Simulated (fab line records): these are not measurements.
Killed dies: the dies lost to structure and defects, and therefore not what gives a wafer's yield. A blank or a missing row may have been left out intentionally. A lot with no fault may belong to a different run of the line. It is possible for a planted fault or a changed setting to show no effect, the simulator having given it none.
Chamber matching / flow n5Finfet / N5_BEOL_M8_CMP_52 on cmp-04: 4 sister chambers
The step polishes, stops on SiCOH lowk, t overpolish 6.9 s, target thk 80 nm. 8 wafers are shown with their chamber, then 11 later ones without.

== WAFERS, EACH WITH ITS CHAMBER ==
wafer=L082.1; chamber=3; motorCurrentA (A)=6.2; timeToEndpointS (s)=59
wafer=L084.1; chamber=2; motorCurrentA (A)=5.0; timeToEndpointS (s)=64
wafer=L089.2; chamber=1; motorCurrentA (A)=6.7; timeToEndpointS (s)=57
wafer=L089.4; chamber=3; motorCurrentA (A)=6.4; timeToEndpointS (s)=57
wafer=L090.1; chamber=1; motorCurrentA (A)=6.3; timeToEndpointS (s)=63
wafer=L090.2; chamber=0; motorCurrentA (A)=5.5; timeToEndpointS (s)=58
wafer=L090.3; chamber=2; motorCurrentA (A)=5.2; timeToEndpointS (s)=63
wafer=L093.2; chamber=0; motorCurrentA (A)=5.6; timeToEndpointS (s)=57

== WAFERS WHOSE CHAMBER IS MISSING ==
wafer=L093.4; motorCurrentA (A)=6.4; timeToEndpointS (s)=63
wafer=L093.6; motorCurrentA (A)=5.1; timeToEndpointS (s)=64
wafer=L094.2; motorCurrentA (A)=6.2; timeToEndpointS (s)=61
wafer=L094.3; motorCurrentA (A)=5.5; timeToEndpointS (s)=59
wafer=L094.5; motorCurrentA (A)=5.6; timeToEndpointS (s)=65
wafer=L095.1; motorCurrentA (A)=5.8; timeToEndpointS (s)=59
wafer=L095.4; motorCurrentA (A)=6.6; timeToEndpointS (s)=59
wafer=L095.6; motorCurrentA (A)=5.3; timeToEndpointS (s)=54
wafer=L092.1; motorCurrentA (A)=5.2; timeToEndpointS (s)=64
wafer=L092.3; motorCurrentA (A)=5.4; timeToEndpointS (s)=53
wafer=L092.4; motorCurrentA (A)=6.5; timeToEndpointS (s)=59

== WHICH CHAMBER EACH WENT THROUGH ==
wafer=L093.4; from the rows above=can't be placed: 1 or 3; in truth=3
wafer=L093.6; from the rows above=2; in truth=2
wafer=L094.2; from the rows above=can't be placed: 3 or 1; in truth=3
wafer=L094.3; from the rows above=0; in truth=0
wafer=L094.5; from the rows above=can't be placed: 2 or 0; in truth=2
wafer=L095.1; from the rows above=can't be placed: 0 or 3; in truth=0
wafer=L095.4; from the rows above=can't be placed: 1 or 3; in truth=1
wafer=L095.6; from the rows above=0; in truth=0
wafer=L092.1; from the rows above=2; in truth=2
wafer=L092.3; from the rows above=0; in truth=0
wafer=L092.4; from the rows above=can't be placed: 1 or 3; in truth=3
Correct placement for 5 of the 11. From these rows, 6 cannot be placed; in 6 the true chamber is one of the candidates. Placed wrongly: 0.
How it was worked out, from the rows above alone: a wafer's distance from a chamber is the root of the sum, over the readings, of the square of ((its reading less the chamber's mean) divided by the reading's scatter). If the next closest chamber is less than 2 further off than the closest, the wafer can't be placed; otherwise it belongs to the closest. A chamber's mean is the mean of its shown wafers. The scatter: take each reading less its chamber's mean, square it, sum over the shown wafers, divide by the number of wafers less the number of chambers, and take the root.
